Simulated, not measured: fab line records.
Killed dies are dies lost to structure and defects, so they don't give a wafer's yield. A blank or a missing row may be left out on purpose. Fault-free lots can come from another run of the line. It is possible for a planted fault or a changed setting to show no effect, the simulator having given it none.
Matching of chambers :: flow n5Finfet :: rieDiel-06 running N5_HKMG_FIN_ETCH_58: 4 sister chambers
The step etches SOC in N2/H2, target depth 215.8 nm, time 741 s. 4 wafers are shown with their chamber, then 11 later ones without.

## WAFERS PAIRED WITH THEIR CHAMBERS
wafer: L081.4
chamber: 0
showerheadPlenumPTorr (Torr): 2.41

wafer: L091.2
chamber: 2
showerheadPlenumPTorr (Torr): 2.58

wafer: L091.5
chamber: 1
showerheadPlenumPTorr (Torr): 2.55

wafer: L092.1
chamber: 3
showerheadPlenumPTorr (Torr): 2.49

## WAFERS WHOSE CHAMBER IS MISSING
wafer: L092.2
showerheadPlenumPTorr (Torr): 2.55

wafer: L092.3
showerheadPlenumPTorr (Torr): 2.72

wafer: L093.1
showerheadPlenumPTorr (Torr): 2.55

wafer: L093.4
showerheadPlenumPTorr (Torr): 2.49

wafer: L093.5
showerheadPlenumPTorr (Torr): 2.49

wafer: L094.2
showerheadPlenumPTorr (Torr): 2.58

wafer: L094.4
showerheadPlenumPTorr (Torr): 2.55

wafer: L094.5
showerheadPlenumPTorr (Torr): 2.72

wafer: L097.1
showerheadPlenumPTorr (Torr): 2.55

wafer: L097.5
showerheadPlenumPTorr (Torr): 2.72

wafer: L097.6
showerheadPlenumPTorr (Torr): 2.49

## EACH ONE'S CHAMBER
wafer: L092.2
from the rows above: can't be placed: 1 or 2 or 3 or 0
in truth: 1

wafer: L092.3
from the rows above: can't be placed: 2 or 1 or 3
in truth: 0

wafer: L093.1
from the rows above: can't be placed: 1 or 2 or 3 or 0
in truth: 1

wafer: L093.4
from the rows above: can't be placed: 3 or 1 or 0 or 2
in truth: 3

wafer: L093.5
from the rows above: can't be placed: 3 or 1 or 0 or 2
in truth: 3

wafer: L094.2
from the rows above: can't be placed: 2 or 1 or 3
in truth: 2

wafer: L094.4
from the rows above: can't be placed: 1 or 2 or 3 or 0
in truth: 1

wafer: L094.5
from the rows above: can't be placed: 2 or 1 or 3
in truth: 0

wafer: L097.1
from the rows above: can't be placed: 1 or 2 or 3 or 0
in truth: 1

wafer: L097.5
from the rows above: can't be placed: 2 or 1 or 3
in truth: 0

wafer: L097.6
from the rows above: can't be placed: 3 or 1 or 0 or 2
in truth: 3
0 of 11 placed correctly. Unplaceable from these rows: 11, with the true chamber sitting among the candidates in 8. 0 placed wrongly.
How it was worked out, from the rows above alone: a wafer's distance from a chamber is the root of the sum, over the readings, of the square of ((its reading less the chamber's mean) divided by the reading's scatter). If the next closest chamber is less than 2 further off than the closest, the wafer can't be placed; otherwise it belongs to the closest. For every chamber, the mean is computed from those of its wafers that are shown. The scatter: with one shown wafer a chamber, the root of the mean of the squares of how far each hidden wafer lies from its nearest shown one.
